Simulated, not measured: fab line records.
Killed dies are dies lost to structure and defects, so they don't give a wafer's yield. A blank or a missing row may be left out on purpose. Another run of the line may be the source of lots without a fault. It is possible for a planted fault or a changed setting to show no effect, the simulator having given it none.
fab line records	flow n5_finfet
record lots=24	wafers=72	last_day=17
route steps=1938 shown BEOL_M1@792
lots that met no fault: from a run of the same line without faults
start_h: the number of hours between the record's first day and the start of the first shown wafer of the lot	wait_h: time in hours since the lot's previous step	" repeats the value in the row above	L1.1+2: a row that stands for several wafers	- no value, or no start given	* or withheld: withheld	< > ~ a bound
route shown NAME@n: NAME is a module with steps in the file, n the number in the route of the first one	usual: mean/standard deviation taken from wafers without a fault	same: alike in all rows	chamber/n: place in a boat	sites: the reading at each site	_std_site: the values' standard deviation	_edge_site: the outer-site mean with the inner-site mean subtracted	radius_mm: for every site, how far away it sits from the centre of the wafer	mask NAME#n: copy n	behind: the last tool/chamber to shape the wafer	hold: reason for holding the lot/hours on hold/outcome of the hold	device: the n, p or np transistor that did not switch	end of line: at the end of the route, the tests of the same wafers	for a step that has no rows: nothing shown but its recipe	killed: at the first sort, the dies lost to defects and structure; wafer yield is something else	map: a wafer's dies, x killed, . not, _ none there
set.NAME: the run value of the setting; set.NAME@STEP: its run value at that earlier step	model.NAME: the simulator's own value behind a step, which no gauge read
one table for each step of the route and one row for each wafer, over a sample of lots
services: from which hour (start_h, from the record's first day; less than 0 if before it) a tool's chamber was out of use, for how many hours, and why
## steps
# step N5_BEOL_M1_ALD_98
# recipe material=SiO2	target_thk_a=25	temp_c=100	ald_precursor_family=BDEAS	ald_co_reactant=O2-plasma	pulse_time_s=1	co_reactant_pulse_time_s=1	purge_time_s=2	co_reactant_purge_time_s=2	ald_cycles=17	pressure_torr=2
# usual chamber_pressure_Torr=2.001/0.0042	heater_power_w=77/7.2	precursor_pulse_height_rel=0.999/0.019	susceptor_temp_C=99.98/0.14
# same ald_cycles=17
lot.wafer	tool	chamber	start_h	wait_h	chamber_pressure_Torr	heater_power_w	precursor_pulse_height_rel	susceptor_temp_C
L074.1	ald_sin-04	1	121.69	0.1	2.006	76	0.983	99.94
L074.2	"	3	"	"	1.997	74	0.975	100.08
L074.4	"	0	"	"	2.003	78	0.991	99.97
L075.3	ald_sin-01	2	135.48	0.1	2.000	80	1.011	100.13
L075.4	"	1	"	"	1.999	69	0.987	99.99
L075.6	"	3	"	"	1.992	74	1.001	100.04
L076.1	ald_sin-01	3	138.95	0.2	1.996	72	0.991	100.05
L076.2	"	1	"	"	2.000	68	0.982	99.91
L076.4	"	0	"	"	2.002	89	0.976	99.88
L077.1	ald_sin-01	0	145.14	0.1	2.000	88	1.014	100.08
L077.2	"	2	"	"	2.006	78	1.009	100.04
L077.5	"	1	"	"	2.000	72	1.008	100.04
L078.2	ald_sin-01	1	147.61	0.1	2.000	71	1.009	100.18
L078.3	"	2	"	"	1.999	81	0.998	99.88
L078.5	"	2	"	"	1.999	81	1.025	99.97
L079.1	ald_sin-01	3	152.51	0.1	1.999	72	0.985	99.93
L079.2	"	0	"	"	2.003	90	0.986	99.76
L079.6	"	0	"	"	2.001	92	0.995	99.84
L080.1	ald_sin-04	0	158.48	0.2	2.003	78	1.026	100.17
L080.2	"	3	"	"	1.999	75	1.055	100.04
L080.4	"	1	"	"	1.998	77	0.985	100.12
L081.2	ald_sin-01	1	165.54	0.1	2.001	69	0.979	99.79
L081.3	"	0	"	"	1.997	92	0.976	99.93
L081.6	"	2	"	"	1.998	80	0.984	99.90
L082.1	ald_sin-02	3	171.02	0.2	2.001	64	0.993	100.07
L082.2	"	0	"	"	1.998	74	0.949	99.88
L082.6	"	0	"	"	2.014	74	1.021	100.14
L083.1	ald_sin-04	3	178.35	0.2	2.001	75	1.006	99.79
L083.2	"	2	"	"	1.997	82	1.005	99.75
L083.5	"	0	"	"	2.008	80	1.009	99.73
L084.2	ald_sin-04	2	184.12	0.1	1.994	84	0.982	100.12
L084.4	"	3	"	"	2.003	74	1.014	100.05
L084.5	"	2	"	"	2.000	83	1.016	100.00
L085.1	ald_sin-02	2	195.63	0.1	2.000	71	0.996	100.13
L085.3	"	3	"	"	1.998	65	1.006	100.26
L085.5	"	3	"	"	2.003	64	0.965	100.00
L086.1	ald_sin-02	2	199.54	0.1	1.996	73	0.993	99.93
L086.4	"	0	"	"	1.995	71	0.996	99.97
L086.5	"	1	"	"	1.996	86	0.972	100.08
L087.1	ald_sin-01	2	201.94	0.1	2.008	80	1.010	99.91
L087.4	"	2	"	"	2.006	79	0.995	100.27
L087.5	"	0	"	"	1.997	91	1.016	99.73
L088.1	ald_sin-02	0	208.67	0.1	2.009	72	0.992	99.99
L088.3	"	1	"	"	2.000	85	1.014	99.83
L088.6	"	3	"	"	2.000	63	1.004	99.97
L089.3	ald_sin-02	2	214.52	0.1	1.999	72	1.005	99.85
L089.4	"	1	"	"	2.008	85	0.977	100.11
L089.6	"	2	"	"	1.995	75	1.023	100.01
L090.4	ald_sin-04	1	222.96	0.1	2.001	76	0.989	100.01
L090.5	"	2	"	"	1.998	82	1.001	99.89
L090.6	"	3	"	"	2.002	77	1.040	99.92
L091.2	ald_sin-04	3	224.42	0.1	1.997	74	1.005	99.93
L091.3	"	0	"	"	2.007	79	0.997	99.86
L091.5	"	0	"	"	2.000	80	0.997	99.93
L092.2	ald_sin-01	2	228.81	0.1	1.999	80	0.997	99.90
L092.4	"	0	"	"	2.000	89	1.027	99.78
L092.5	"	1	"	"	1.999	72	0.957	99.74
L093.1	ald_sin-02	2	236.35	0.1	2.003	75	0.976	99.97
L093.5	"	1	"	"	2.004	85	0.985	99.95
L093.6	"	0	"	"	2.003	71	1.015	100.30
L094.2	ald_sin-01	1	250.54	0.1	1.996	71	1.005	100.08
L094.4	"	0	"	"	1.997	92	1.034	99.86
L094.6	"	2	"	"	1.995	80	0.990	99.81
L095.1	ald_sin-01	2	250.63	0.1	2.006	81	1.005	100.04
L095.3	"	0	"	"	2.005	91	1.011	100.06
L095.5	"	0	"	"	2.002	92	0.996	100.05
L097.2	ald_sin-02	3	261.29	0.1	1.992	64	1.005	100.13
L097.3	"	1	"	"	2.004	87	1.005	99.78
L097.4	"	0	"	"	1.999	70	0.997	100.02
L096.2	ald_sin-02	3	261.57	0.1	2.002	67	0.998	100.09
L096.4	"	2	"	"	2.000	73	0.995	99.90
L096.6	"	0	"	"	2.002	71	0.983	100.09
# step N5_BEOL_M1_ETCH_41
# recipe chemistry=CH3F/O2	target=SiCN	target_depth_a=319	taper_deg=2	time_s=57.8	ion_energy_ev=120	mask_material=TiN	pressure_mtorr=30	source_w=395	bias_w=75	Ar_flow_sccm=150	CH3F_flow_sccm=30	O2_flow_sccm=20
# usual CH3F_flow_sccm=29.99/0.088	drypump_motor_current_A=5.6/0.42	oes_product_au=0.79/0.07	rf_fwd_power_W=391.2/1.4	rf_vpp_V=297.5/1.5	showerhead_plenum_p_Torr=2.01/0.066	throttle_valve_pct=16.24/0.15
lot.wafer	tool	chamber	start_h	wait_h	CH3F_flow_sccm	drypump_motor_current_A	oes_product_au	rf_fwd_power_W	rf_hours_counter_h	rf_vpp_V	showerhead_plenum_p_Torr	throttle_valve_pct
L074.1	rie_diel-05	3	-	-	29.80	5.2	0.87	391.0	28	299.1	2.04	16.11
L074.2	"	2	"	"	29.94	5.1	0.87	391.6	50	298.4	2.11	16.06
L074.4	"	1	"	"	29.83	5.9	0.91	390.0	21	298.0	2.07	16.33
L075.3	rie_diel-02	0	-	-	30.04	5.0	0.75	389.8	158	296.2	2.01	16.36
L075.4	"	0	"	"	30.05	5.0	0.75	390.2	-	297.1	2.01	16.36
L075.6	"	2	"	"	29.87	5.9	0.73	392.7	-	297.3	1.98	16.42
L076.1	rie_diel-05	2	-	-	29.97	5.1	0.86	391.6	56	299.5	2.11	16.07
L076.2	"	0	"	"	30.02	6.1	0.85	390.8	57	297.9	2.02	16.16
L076.4	"	1	"	"	30.01	5.8	0.92	391.7	26	298.3	2.07	16.34
L077.1	rie_diel-02	0	-	-	30.00	5.1	0.74	390.0	160	298.4	2.01	16.35
L077.2	"	1	"	"	29.86	6.0	0.79	390.0	135	296.0	1.93	16.09
L077.5	"	1	"	"	29.93	6.0	0.79	392.3	-	295.8	1.93	16.08
L078.2	rie_diel-02	0	-	-	30.08	5.0	0.74	390.8	162	297.2	2.01	16.36
L078.3	"	2	"	"	30.05	5.9	0.72	391.3	194	295.7	1.97	16.43
L078.5	"	1	"	"	29.88	6.0	0.78	393.5	-	297.2	1.93	16.09
L079.1	rie_diel-02	2	-	-	30.01	5.9	0.72	392.0	195	296.2	1.97	16.41
L079.2	"	0	"	"	29.80	5.0	0.74	390.4	163	296.6	2.01	16.36
L079.6	"	0	"	"	29.88	5.0	0.74	390.6	-	297.6	2.01	16.37
L080.1	rie_diel-06	0	-	-	30.10	5.7	0.97	391.3	10	298.1	2.04	16.00
L080.2	"	3	"	"	30.16	5.9	0.80	394.1	134	293.1	1.85	16.02
L080.4	"	1	"	"	29.99	4.7	0.67	391.9	229	296.3	1.97	16.43
L081.2	rie_diel-06	2	-	-	30.04	5.4	0.83	389.1	87	300.1	2.10	16.15
L081.3	"	1	"	"	30.20	4.7	0.66	393.6	230	297.6	1.97	16.43
L081.6	"	0	"	"	30.06	5.6	0.95	390.2	-	299.7	2.04	16.00
L082.1	rie_diel-05	3	-	-	29.95	5.2	0.84	389.7	43	298.7	2.03	16.14
L082.2	"	0	"	"	30.04	6.0	0.83	388.9	67	298.5	2.02	16.17
L082.6	"	0	"	"	29.99	6.0	0.83	391.3	-	297.9	2.02	16.16
L083.1	rie_diel-05	0	-	-	30.03	6.0	0.83	389.0	69	298.7	2.02	16.19
L083.2	"	3	"	"	30.03	5.1	0.85	392.1	45	297.5	2.03	16.15
L083.5	"	0	"	"	30.04	6.0	0.83	390.2	-	300.3	2.02	16.16
L084.2	rie_diel-02	1	-	-	30.08	6.0	0.77	391.8	148	295.8	1.93	16.10
L084.4	"	2	"	"	29.99	5.9	0.71	393.6	203	295.1	1.97	16.44
L084.5	"	1	"	"	30.18	6.0	0.78	392.1	-	295.1	1.93	16.11
L085.1	rie_diel-06	1	-	-	30.04	4.7	0.67	392.3	237	297.0	1.97	16.43
L085.3	"	2	"	"	30.08	5.4	0.83	392.3	95	301.4	2.10	16.16
L085.5	"	0	"	"	30.00	5.7	0.93	388.7	-	297.7	2.04	16.03
L086.1	rie_diel-05	1	-	-	29.85	5.8	0.87	392.9	44	297.2	2.06	16.38
L086.4	"	0	"	"	30.13	6.0	0.82	390.7	76	298.7	2.01	16.19
L086.5	"	0	"	"	30.07	6.0	0.82	390.0	-	297.7	2.01	16.17
L087.1	rie_diel-06	0	-	-	29.98	5.6	0.92	388.3	20	297.8	2.04	16.04
L087.4	"	3	"	"	29.84	5.9	0.79	391.1	146	294.2	1.85	16.05
L087.5	"	3	"	"	30.07	5.9	0.78	393.2	-	294.0	1.85	16.03
L088.1	rie_diel-02	1	-	-	29.87	6.0	0.77	393.2	156	295.8	1.93	16.12
L088.3	"	2	"	"	30.04	5.9	0.70	390.0	210	296.8	1.97	16.45
L088.6	"	0	"	"	29.90	5.0	0.73	390.4	-	297.5	2.00	16.40
L089.3	rie_diel-05	2	-	-	29.97	5.1	0.83	393.0	76	299.5	2.10	16.09
L089.4	"	1	"	"	29.98	5.8	0.87	389.4	49	297.2	2.06	16.39
L089.6	"	1	"	"	29.90	5.9	0.86	390.2	-	298.1	2.06	16.37
L090.4	rie_diel-02	3	-	-	29.93	5.5	0.73	390.0	162	297.6	2.08	16.33
L090.5	"	1	"	"	30.18	6.0	0.77	392.1	-	296.6	1.92	16.11
L090.6	"	2	"	"	30.04	5.9	0.70	390.2	-	298.2	1.97	16.46
L091.2	rie_diel-02	1	-	-	30.01	6.0	0.76	393.1	161	297.2	1.92	16.13
L091.3	"	0	"	"	30.12	5.0	0.73	391.1	184	297.3	2.00	16.40
L091.5	"	3	"	"	30.04	5.5	0.72	393.8	-	298.5	2.08	16.35
L092.2	rie_diel-05	0	-	-	29.96	6.0	0.81	390.0	84	297.1	2.01	16.19
L092.4	"	3	"	"	29.95	5.2	0.82	390.0	60	297.8	2.03	16.19
L092.5	"	1	"	"	30.02	5.8	0.86	389.2	-	296.7	2.06	16.39
L093.1	rie_diel-06	1	-	-	29.87	4.7	0.67	391.5	250	296.0	1.96	16.46
L093.5	"	3	"	"	30.03	5.9	0.78	391.3	-	294.0	1.84	16.08
L093.6	"	0	"	"	30.08	5.6	0.91	389.4	-	299.1	2.04	16.06
L094.2	rie_diel-02	1	-	-	30.13	6.0	0.75	392.1	167	296.5	1.92	16.12
L094.4	"	3	"	"	30.01	5.4	0.72	390.4	170	298.1	2.07	16.35
L094.6	"	3	"	"	30.05	5.5	0.73	390.0	-	298.4	2.07	16.34
L095.1	rie_diel-02	0	-	-	29.99	5.0	0.73	389.4	191	296.4	2.00	16.42
L095.3	"	3	"	"	29.99	5.5	0.73	389.4	170	298.2	2.07	16.34
L095.5	"	2	"	"	29.98	5.9	0.70	392.1	-	296.2	1.96	16.46
L097.2	rie_diel-02	0	-	-	29.91	5.0	0.72	390.9	195	295.9	2.00	16.44
L097.3	"	3	"	"	29.98	5.5	0.72	392.1	174	298.6	2.07	16.35
L097.4	"	2	"	"	30.00	5.9	0.70	393.2	225	296.7	1.96	16.46
L096.2	rie_diel-05	2	-	-	30.06	5.1	0.81	391.9	92	299.8	2.09	16.13
L096.4	"	3	"	"	29.92	5.2	0.81	390.9	70	296.2	2.03	16.21
L096.6	"	3	"	"	30.11	5.1	0.82	391.6	-	297.0	2.03	16.20
# step N5_BEOL_M1_DEGAS_44
# recipe ambient=vacuum	temp_c=250	time_s=60
# usual heater_power_w=329/46	susceptor_temp_C=250.01/0.17
lot.wafer	tool	chamber	start_h	wait_h	heater_power_w	susceptor_temp_C
L074.1	pvd_sputter-03	-	124.16	0.4	304	249.97
L074.2	"	-	"	"	306	250.04
L074.4	"	-	"	"	349	250.01
L075.3	pvd_sputter-03	-	140.73	0.6	311	250.08
L075.4	"	-	"	"	293	250.01
L075.6	"	-	"	"	298	249.83
L076.1	pvd_sputter-01	-	140.79	0.6	291	250.02
L076.2	"	-	"	"	338	249.92
L076.4	"	-	"	"	360	250.04
L077.1	pvd_sputter-02	-	147.12	0.6	361	249.77
L077.2	"	-	"	"	277	250.10
L077.5	"	-	"	"	287	250.13
L078.2	pvd_sputter-02	-	153.21	0.4	288	250.00
L078.3	"	-	"	"	282	250.19
L078.5	"	-	"	"	282	250.21
L079.1	pvd_sputter-03	-	156.46	0.2	310	249.66
L079.2	"	-	"	"	346	250.23
L079.6	"	-	"	"	343	250.37
L080.1	pvd_sputter-02	-	161.69	0.0	284	250.13
L080.2	"	-	"	"	281	250.03
L080.4	"	-	"	"	286	250.23
L081.2	pvd_sputter-02	-	169.52	0.3	283	249.96
L081.3	"	-	"	"	286	250.04
L081.6	"	-	"	"	281	250.03
L082.1	pvd_sputter-01	-	172.19	0.4	297	249.92
L082.2	"	-	"	"	344	250.15
L082.6	"	-	"	"	288	250.33
L083.1	pvd_sputter-01	-	179.11	0.1	293	249.90
L083.2	"	-	"	"	342	249.71
L083.5	"	-	"	"	346	249.85
L084.2	pvd_sputter-03	-	184.98	0.1	302	250.25
L084.4	"	-	"	"	342	249.93
L084.5	"	-	"	"	421	250.03
L085.1	pvd_sputter-01	-	196.80	0.4	294	250.12
L085.3	"	-	"	"	348	250.23
L085.5	"	-	"	"	345	250.04
L086.1	pvd_sputter-01	-	200.82	0.1	303	250.04
L086.4	"	-	"	"	348	249.87
L086.5	"	-	"	"	290	250.39
L087.1	pvd_sputter-03	-	203.78	0.2	303	250.06
L087.4	"	-	"	"	302	249.97
L087.5	"	-	"	"	431	250.09
L088.1	pvd_sputter-03	-	212.33	0.2	297	249.97
L088.3	"	-	"	"	311	249.93
L088.6	"	-	"	"	431	250.15
L089.3	pvd_sputter-03	-	215.99	0.3	413	249.76
L089.4	"	-	"	"	299	250.26
L089.6	"	-	"	"	339	249.70
L090.4	pvd_sputter-03	-	223.70	0.0	424	250.24
L090.5	"	-	"	"	300	250.10
L090.6	"	-	"	"	412	250.03
L091.2	pvd_sputter-01	-	227.69	0.5	303	249.65
L091.3	"	-	"	"	358	250.12
L091.5	"	-	"	"	348	249.77
L092.2	pvd_sputter-02	-	231.38	0.3	285	249.93
L092.4	"	-	"	"	295	250.06
L092.5	"	-	"	"	353	249.90
L093.1	pvd_sputter-01	-	238.13	0.9	296	249.84
L093.5	"	-	"	"	370	250.25
L093.6	"	-	"	"	286	250.19
L094.2	pvd_sputter-03	-	251.38	0.2	296	249.96
L094.4	"	-	"	"	347	249.90
L094.6	"	-	"	"	301	249.88
L095.1	pvd_sputter-03	-	251.61	0.0	292	250.18
L095.3	"	-	"	"	309	250.08
L095.5	"	-	"	"	305	250.07
L097.2	pvd_sputter-02	-	262.94	0.2	281	250.13
L097.3	"	-	"	"	287	250.15
L097.4	"	-	"	"	290	249.95
L096.2	pvd_sputter-03	-	263.36	0.5	300	250.13
L096.4	"	-	"	"	302	249.76
L096.6	"	-	"	"	433	250.20
# step N5_BEOL_M1_ANNEAL_87
# recipe temp_c=400	time_s=240	ambient=vacuum
# usual heater_power_w=804/100	susceptor_temp_C=400.03/0.23
lot.wafer	tool	chamber	start_h	wait_h	heater_power_w	susceptor_temp_C
L074.1	pvd_sputter-03	-	126.90	0.0	850	399.95
L074.2	"	-	"	"	761	399.63
L074.4	"	-	"	"	1050	399.71
L075.3	pvd_sputter-01	-	142.21	0.0	854	399.62
L075.4	"	-	"	"	749	400.25
L075.6	"	-	"	"	850	399.80
L076.1	pvd_sputter-03	-	142.43	0.0	744	400.48
L076.2	"	-	"	"	756	399.91
L076.4	"	-	"	"	1055	400.62
L077.1	pvd_sputter-01	-	148.52	0.0	910	399.84
L077.2	"	-	"	"	699	399.97
L077.5	"	-	"	"	857	399.60
L078.2	pvd_sputter-03	-	154.92	0.0	763	400.17
L078.3	"	-	"	"	755	400.10
L078.5	"	-	"	"	736	400.19
L079.1	pvd_sputter-02	-	159.46	0.0	713	400.23
L079.2	"	-	"	"	739	400.11
L079.6	"	-	"	"	712	399.74
L080.1	pvd_sputter-01	-	164.57	0.0	926	400.02
L080.2	"	-	"	"	743	399.77
L080.4	"	-	"	"	735	399.98
L081.2	pvd_sputter-01	-	170.81	0.0	866	400.02
L081.3	"	-	"	"	747	399.85
L081.6	"	-	"	"	880	400.34
L082.1	pvd_sputter-03	-	173.57	0.0	772	400.39
L082.2	"	-	"	"	844	399.80
L082.6	"	-	"	"	765	400.09
L083.1	pvd_sputter-01	-	180.46	0.0	735	399.62
L083.2	"	-	"	"	906	399.88
L083.5	"	-	"	"	892	400.37
L084.2	pvd_sputter-01	-	186.39	0.0	733	399.80
L084.4	"	-	"	"	734	399.93
L084.5	"	-	"	"	743	400.12
L085.1	pvd_sputter-02	-	198.23	0.0	707	399.82
L085.3	"	-	"	"	740	400.38
L085.5	"	-	"	"	708	399.82
L086.1	pvd_sputter-02	-	202.29	0.0	724	400.03
L086.4	"	-	"	"	697	400.15
L086.5	"	-	"	"	693	399.83
L087.1	pvd_sputter-03	-	205.42	0.0	768	399.86
L087.4	"	-	"	"	850	400.03
L087.5	"	-	"	"	761	400.06
L088.1	pvd_sputter-01	-	213.81	0.0	847	400.10
L088.3	"	-	"	"	876	399.72
L088.6	"	-	"	"	892	399.99
L089.3	pvd_sputter-02	-	217.56	0.0	721	400.24
L089.4	"	-	"	"	696	400.07
L089.6	"	-	"	"	699	399.96
L090.4	pvd_sputter-03	-	226.62	0.0	1052	399.77
L090.5	"	-	"	"	877	399.93
L090.6	"	-	"	"	773	399.93
L091.2	pvd_sputter-03	-	229.17	0.0	759	400.26
L091.3	"	-	"	"	755	400.14
L091.5	"	-	"	"	765	400.45
L092.2	pvd_sputter-02	-	233.00	0.0	728	399.85
L092.4	"	-	"	"	701	400.27
L092.5	"	-	"	"	736	399.95
L093.1	pvd_sputter-01	-	239.61	0.0	888	399.79
L093.5	"	-	"	"	740	400.16
L093.6	"	-	"	"	717	400.04
L094.2	pvd_sputter-03	-	252.77	0.0	730	400.23
L094.4	"	-	"	"	1045	400.12
L094.6	"	-	"	"	760	399.83
L095.1	pvd_sputter-02	-	253.75	0.0	710	399.71
L095.3	"	-	"	"	845	400.22
L095.5	"	-	"	"	725	400.00
L097.2	pvd_sputter-03	-	264.42	0.0	743	399.81
L097.3	"	-	"	"	750	400.12
L097.4	"	-	"	"	1068	400.14
L096.2	pvd_sputter-02	-	264.80	0.0	882	400.13
L096.4	"	-	"	"	694	399.84
L096.6	"	-	"	"	886	400.08
# step N5_BEOL_M1_ANNEAL_89
# recipe temp_c=400	time_s=240	ambient=vacuum
# usual heater_power_w=805/98	susceptor_temp_C=400.01/0.21
lot.wafer	tool	chamber	start_h	wait_h	heater_power_w	susceptor_temp_C
L074.1	pvd_sputter-03	-	127.12	0.0	864	399.70
L074.2	"	-	"	"	763	399.82
L074.4	"	-	"	"	1068	400.27
L075.3	pvd_sputter-01	-	142.43	0.0	857	399.95
L075.4	"	-	"	"	745	400.07
L075.6	"	-	"	"	842	399.75
L076.1	pvd_sputter-03	-	142.65	0.0	760	399.81
L076.2	"	-	"	"	764	399.72
L076.4	"	-	"	"	1043	400.60
L077.1	pvd_sputter-01	-	148.74	0.0	916	400.46
L077.2	"	-	"	"	715	399.76
L077.5	"	-	"	"	860	399.59
L078.2	pvd_sputter-03	-	155.14	0.0	764	400.12
L078.3	"	-	"	"	755	400.31
L078.5	"	-	"	"	750	400.04
L079.1	pvd_sputter-02	-	159.68	0.0	706	400.00
L079.2	"	-	"	"	727	399.98
L079.6	"	-	"	"	716	399.70
L080.1	pvd_sputter-01	-	164.79	0.0	903	400.05
L080.2	"	-	"	"	763	400.06
L080.4	"	-	"	"	722	400.01
L081.2	pvd_sputter-01	-	171.03	0.0	864	399.87
L081.3	"	-	"	"	739	399.98
L081.6	"	-	"	"	857	399.70
L082.1	pvd_sputter-03	-	173.79	0.0	780	400.04
L082.2	"	-	"	"	842	399.75
L082.6	"	-	"	"	745	399.97
L083.1	pvd_sputter-01	-	180.68	0.0	726	400.26
L083.2	"	-	"	"	911	399.52
L083.5	"	-	"	"	924	399.78
L084.2	pvd_sputter-01	-	186.61	0.0	708	400.41
L084.4	"	-	"	"	765	400.10
L084.5	"	-	"	"	743	400.12
L085.1	pvd_sputter-02	-	198.45	0.0	719	400.05
L085.3	"	-	"	"	734	400.24
L085.5	"	-	"	"	701	399.85
L086.1	pvd_sputter-02	-	202.51	0.0	727	400.26
L086.4	"	-	"	"	724	400.30
L086.5	"	-	"	"	721	400.17
L087.1	pvd_sputter-03	-	205.64	0.0	752	399.76
L087.4	"	-	"	"	838	400.11
L087.5	"	-	"	"	740	399.65
L088.1	pvd_sputter-01	-	214.03	0.0	865	400.11
L088.3	"	-	"	"	902	399.97
L088.6	"	-	"	"	897	400.07
L089.3	pvd_sputter-02	-	217.78	0.0	732	400.09
L089.4	"	-	"	"	723	399.94
L089.6	"	-	"	"	718	399.74
L090.4	pvd_sputter-03	-	226.84	0.0	1050	400.37
L090.5	"	-	"	"	843	400.07
L090.6	"	-	"	"	753	399.93
L091.2	pvd_sputter-03	-	229.39	0.0	764	399.83
L091.3	"	-	"	"	733	400.19
L091.5	"	-	"	"	763	400.21
L092.2	pvd_sputter-02	-	233.22	0.0	721	400.02
L092.4	"	-	"	"	699	399.83
L092.5	"	-	"	"	717	399.84
L093.1	pvd_sputter-01	-	239.83	0.0	903	399.70
L093.5	"	-	"	"	766	400.14
L093.6	"	-	"	"	716	400.30
L094.2	pvd_sputter-03	-	252.99	0.0	753	399.92
L094.4	"	-	"	"	1048	400.50
L094.6	"	-	"	"	763	400.05
L095.1	pvd_sputter-02	-	253.97	0.0	687	399.79
L095.3	"	-	"	"	886	400.25
L095.5	"	-	"	"	725	399.75
L097.2	pvd_sputter-03	-	264.64	0.0	742	400.22
L097.3	"	-	"	"	770	400.16
L097.4	"	-	"	"	1054	400.24
L096.2	pvd_sputter-02	-	265.02	0.0	902	399.77
L096.4	"	-	"	"	701	399.74
L096.6	"	-	"	"	890	400.19
# step N5_BEOL_M1_SPUTTER_90
# recipe material=Cu	target_thk_a=45	temp_c=-20	chamber_pressure_pa=0.07	power_w=withheld	time_s=8.29
# usual susceptor_temp_C=-20.01/0.097	throttle_valve_pct=29.7/0.94
lot.wafer	tool	chamber	start_h	wait_h	susceptor_temp_C	throttle_valve_pct
L074.1	pvd_sputter-03	-	127.26	0.1	-20.06	29.8
L074.2	"	-	"	"	-20.08	29.8
L074.4	"	-	"	"	-20.02	27.4
L075.3	pvd_sputter-01	-	142.57	0.1	-19.95	28.6
L075.4	"	-	"	"	-20.16	30.7
L075.6	"	-	"	"	-19.92	28.4
L076.1	pvd_sputter-03	-	142.79	0.1	-19.87	30.4
L076.2	"	-	"	"	-20.02	29.8
L076.4	"	-	"	"	-19.97	27.6
L077.1	pvd_sputter-01	-	148.88	0.1	-20.00	30.2
L077.2	"	-	"	"	-19.93	30.0
L077.5	"	-	"	"	-20.14	28.6
L078.2	pvd_sputter-03	-	155.28	0.1	-20.07	29.6
L078.3	"	-	"	"	-20.11	30.8
L078.5	"	-	"	"	-19.98	30.6
L079.1	pvd_sputter-02	-	159.82	0.1	-20.03	31.1
L079.2	"	-	"	"	-20.02	28.8
L079.6	"	-	"	"	-20.11	31.1
L080.1	pvd_sputter-01	-	164.93	0.1	-20.15	30.0
L080.2	"	-	"	"	-20.01	30.9
L080.4	"	-	"	"	-20.00	30.0
L081.2	pvd_sputter-01	-	171.17	0.1	-20.18	28.4
L081.3	"	-	"	"	-19.98	30.7
L081.6	"	-	"	"	-20.12	28.7
L082.1	pvd_sputter-03	-	173.93	0.1	-20.06	29.5
L082.2	"	-	"	"	-20.01	29.8
L082.6	"	-	"	"	-19.89	30.5
L083.1	pvd_sputter-01	-	180.82	0.1	-20.01	30.2
L083.2	"	-	"	"	-20.01	30.1
L083.5	"	-	"	"	-20.05	30.2
L084.2	pvd_sputter-01	-	186.75	0.1	-19.83	30.2
L084.4	"	-	"	"	-19.82	30.8
L084.5	"	-	"	"	-20.05	30.8
L085.1	pvd_sputter-02	-	198.59	0.1	-20.02	31.1
L085.3	"	-	"	"	-20.01	28.8
L085.5	"	-	"	"	-20.04	31.1
L086.1	pvd_sputter-02	-	202.65	0.1	-20.00	28.8
L086.4	"	-	"	"	-19.94	29.7
L086.5	"	-	"	"	-20.07	31.0
L087.1	pvd_sputter-03	-	205.78	0.1	-19.85	29.6
L087.4	"	-	"	"	-19.97	29.5
L087.5	"	-	"	"	-20.02	29.3
L088.1	pvd_sputter-01	-	214.17	0.1	-20.04	28.4
L088.3	"	-	"	"	-19.92	30.2
L088.6	"	-	"	"	-19.87	30.3
L089.3	pvd_sputter-02	-	217.92	0.1	-20.11	28.8
L089.4	"	-	"	"	-19.91	31.2
L089.6	"	-	"	"	-20.04	29.0
L090.4	pvd_sputter-03	-	226.98	0.1	-19.92	27.8
L090.5	"	-	"	"	-20.08	29.6
L090.6	"	-	"	"	-19.97	29.5
L091.2	pvd_sputter-03	-	229.53	0.1	-20.12	29.4
L091.3	"	-	"	"	-20.01	30.6
L091.5	"	-	"	"	-19.88	29.5
L092.2	pvd_sputter-02	-	233.36	0.1	-20.09	28.9
L092.4	"	-	"	"	-19.82	29.8
L092.5	"	-	"	"	-19.97	28.9
L093.1	pvd_sputter-01	-	239.97	0.1	-19.89	30.0
L093.5	"	-	"	"	-19.99	30.7
L093.6	"	-	"	"	-20.02	29.9
L094.2	pvd_sputter-03	-	253.13	0.1	-20.05	30.6
L094.4	"	-	"	"	-20.23	27.7
L094.6	"	-	"	"	-19.89	29.7
L095.1	pvd_sputter-02	-	254.11	0.1	-20.13	29.9
L095.3	"	-	"	"	-19.95	29.0
L095.5	"	-	"	"	-20.06	29.0
L097.2	pvd_sputter-03	-	264.78	0.1	-19.99	30.4
L097.3	"	-	"	"	-20.09	29.9
L097.4	"	-	"	"	-20.13	27.8
L096.2	pvd_sputter-02	-	265.16	0.1	-20.15	29.2
L096.4	"	-	"	"	-19.96	30.9
L096.6	"	-	"	"	-20.12	29.2
## services
tool	chamber	start_h	hours	kind
ald_sin-04	0	99.37	-	clean
ald_sin-04	1	99.37	-	clean
ald_sin-04	2	99.37	-	clean
ald_sin-04	3	99.37	-	clean
rie_diel-06	0	110.30	-	clean
rie_diel-02	3	135.96	8.7	repair
ald_sin-02	-	157.23	6.1	pm
ald_sin-02	1	167.07	5.7	repair
ald_sin-01	2	170.46	11.1	repair
ald_sin-02	-	176.75	14.0	pm
ald_sin-02	0	176.75	14.0	vent_cycle
ald_sin-02	1	176.75	14.0	vent_cycle
ald_sin-02	2	176.75	14.0	vent_cycle
ald_sin-02	3	176.75	14.0	vent_cycle
ald_sin-02	0	190.75	-	clean
ald_sin-02	1	190.75	-	clean
ald_sin-02	2	190.75	-	clean
ald_sin-02	3	190.75	-	clean
ald_sin-01	1	193.80	28.9	repair
ald_sin-04	0	206.56	3.3	repair
rie_diel-05	2	208.68	3.8	repair
rie_diel-05	0	221.63	2.8	repair
ald_sin-02	1	233.05	2.1	repair
ald_sin-04	1	259.27	1.3	repair
## key
fault none
